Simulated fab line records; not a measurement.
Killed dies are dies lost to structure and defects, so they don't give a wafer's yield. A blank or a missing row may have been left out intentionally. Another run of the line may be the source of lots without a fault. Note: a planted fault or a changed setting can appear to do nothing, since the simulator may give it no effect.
What tool caused it? | flow n5-finfet | 28 wafers from 10 lots sampled at 5 of the route's 1938 steps

== WHAT THE GAUGES READ, wafer by wafer ==
N5_BEOL_M4_RC_MEAS_101.
lot  | measured     | on        | DIBL_N (mV/V)
L154 | day 8 15:29  | prober-01 | 35.6 39.3 37.9
L155 | day 8 15:54  | prober-02 | 34.8 35.0 33.1
L157 | day 9 06:27  | prober-02 | 34.7 31.1 35.3
L161 | day 10 10:59 | prober-01 | 35.8 36.6 36.7
L163 | day 10 14:52 | prober-01 | 36.8 36.8
L167 | day 11 12:41 | prober-01 | 33.1 35.3
L171 | day 12 05:58 | prober-01 | 33.1 32.3 33.5
L172 | day 12 19:44 | prober-01 | 33.2 36.7 34.9
L177 | day 14 14:02 | prober-02 | 38.0 36.1 36.0
L176 | day 14 15:19 | prober-01 | 35.5 32.7 35.4

== WHICH TOOL RAN EACH LOT (tool, then ch and the chambers of the sampled wafers, then the start) ==
lot  | N5_BEOL_M4_TRENCH_ETCH_37                     | N5_BEOL_M4_CVD_47                | N5_BEOL_M4_SPUTTER_48        | N5_BEOL_M4_ANNEAL_80
L154 | rie-diel-03 ch 0,2, day 8 12:03 or earlier    | cvd-co-01 ch 1,2, day 8 12:03    | pvd-sputter-02, day 8 12:22  | pvd-sputter-02, day 8 12:40
L155 | rie-diel-01 ch 0,2, day 8 12:14 or earlier    | cvd-co-02 ch 0,1, day 8 12:14    | pvd-sputter-01, day 8 12:30  | pvd-sputter-01, day 8 12:48
L157 | rie-diel-01 ch 0,1,3, day 9 03:14 or earlier  | cvd-co-02 ch 0,1,2, day 9 03:14  | pvd-sputter-02, day 9 03:26  | pvd-sputter-02, day 9 03:44
L161 | rie-diel-01 ch 0,1,3, day 10 07:17 or earlier | cvd-co-01 ch 0,1,2, day 10 07:17 | pvd-sputter-03, day 10 07:28 | pvd-sputter-03, day 10 07:46
L163 | rie-diel-01 ch 2,3, day 10 09:55 or earlier   | cvd-co-02 ch 0,1, day 10 09:55   | pvd-sputter-02, day 10 11:33 | pvd-sputter-02, day 10 11:51
L167 | rie-diel-01 ch 0,2, day 11 08:10 or earlier   | cvd-co-02 ch 1,2, day 11 08:10   | pvd-sputter-01, day 11 09:29 | pvd-sputter-01, day 11 09:47
L171 | rie-diel-01 ch 0,2, day 12 02:46 or earlier   | cvd-co-01 ch 0,1, day 12 02:46   | pvd-sputter-02, day 12 02:56 | pvd-sputter-02, day 12 03:14
L172 | rie-diel-01 ch 1,2,3, day 12 16:23 or earlier | cvd-co-01 ch 0,1,2, day 12 16:23 | pvd-sputter-02, day 12 16:38 | pvd-sputter-02, day 12 16:56
L177 | rie-diel-01 ch 1,2, day 14 09:35 or earlier   | cvd-co-01 ch 0,1, day 14 09:35   | pvd-sputter-02, day 14 09:49 | pvd-sputter-02, day 14 10:07
L176 | rie-diel-05 ch 0,2,3, day 14 11:52 or earlier | cvd-co-01 ch 0,1,2, day 14 11:52 | pvd-sputter-01, day 14 12:04 | pvd-sputter-01, day 14 12:22
- N5_BEOL_M4_TRENCH_ETCH_37: etches SiOC in C4F6/O2, target depth 55.555 nm, time 29.2 s.
- N5_BEOL_M4_CVD_47: deposits Co from CCTBA/H2, target thk 3 nm, time 223.8 s.
- N5_BEOL_M4_SPUTTER_48: material Cu, target thk 4.5 nm, time 8.29 s.
- N5_BEOL_M4_ANNEAL_80: time 240 s.

== THE ANSWER, worked out from the rows above alone ==
Rule: the lots themselves supply what counts as usual. The widest of any qualifying gaps counts: lots, ordered by their means at a reading, are off when they make up no more than a third of the lots, leave a main group of 4 or more, and stand apart from it by 3 or more times the standard deviation of that group's means. The tables above print the reading to a certain number of digits; a main group whose means all agree to those digits is not used. A lot without any number at a reading at which 4 lots or more have one is off too. Where the step has rows for the other lots, those lots are counted as sound.
No lot is off on any of the readings shown, so nothing can be concluded from this.

== WHAT THE SIMULATOR PUT IN ==
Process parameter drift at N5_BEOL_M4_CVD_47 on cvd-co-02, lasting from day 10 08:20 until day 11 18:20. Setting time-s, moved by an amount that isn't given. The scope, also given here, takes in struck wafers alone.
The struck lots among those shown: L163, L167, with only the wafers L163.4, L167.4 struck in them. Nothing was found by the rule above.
